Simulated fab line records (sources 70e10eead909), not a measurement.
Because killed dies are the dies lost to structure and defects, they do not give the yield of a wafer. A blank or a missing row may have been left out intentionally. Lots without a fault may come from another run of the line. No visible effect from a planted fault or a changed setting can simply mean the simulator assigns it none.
What tool caused it? || flow nand-harc || 7 lots, 21 wafers sampled, at 1 step of a route of 1302

## WHAT THE GAUGES READ, wafer by wafer
NHARC_P_START_INSPECT_01.
{"lot": "L404", "measured": "day 3 12:02", "on": "defect-inspect-02", "raw-defect-count": "0 2 2"}
{"lot": "L407", "measured": "day 4 18:02", "on": "defect-inspect-01", "raw-defect-count": "7 7 2"}
{"lot": "L409", "measured": "day 5 14:02", "on": "defect-inspect-02", "raw-defect-count": "3 3 4"}
{"lot": "L415", "measured": "day 8 02:02", "on": "defect-inspect-01", "raw-defect-count": "5 3 3"}
{"lot": "L417", "measured": "day 8 22:02", "on": "defect-inspect-02", "raw-defect-count": "2 3 5"}
{"lot": "L420", "measured": "day 10 04:02", "on": "defect-inspect-02", "raw-defect-count": "6 3 6"}
{"lot": "L422", "measured": "day 11 00:02", "on": "defect-inspect-02", "raw-defect-count": "2 4 2"}

## WHICH TOOL RAN EACH LOT (tool, then ch and the chambers of the sampled wafers, then the start)
No process step before these readings appears in the record.

## THE ANSWER, worked out from the rows above alone
Rule: usual is defined by the lots themselves. The widest of any qualifying gaps counts: lots, ordered by their means at a reading, are off when they make up no more than a third of the lots, leave a main group of 4 or more, and stand apart from it by 3 or more times the standard deviation of that group's means. A main group whose means are all the same, to the digits that the tables above print for the reading, isn't used. Also off: a lot with no number at a reading for which 4 or more lots have one. The other lots that the step has rows for count as sound.
Across all readings shown, no lot is off: no conclusion can be drawn from this.

## WHAT HAD BEEN PUT IN BY THE SIMULATOR
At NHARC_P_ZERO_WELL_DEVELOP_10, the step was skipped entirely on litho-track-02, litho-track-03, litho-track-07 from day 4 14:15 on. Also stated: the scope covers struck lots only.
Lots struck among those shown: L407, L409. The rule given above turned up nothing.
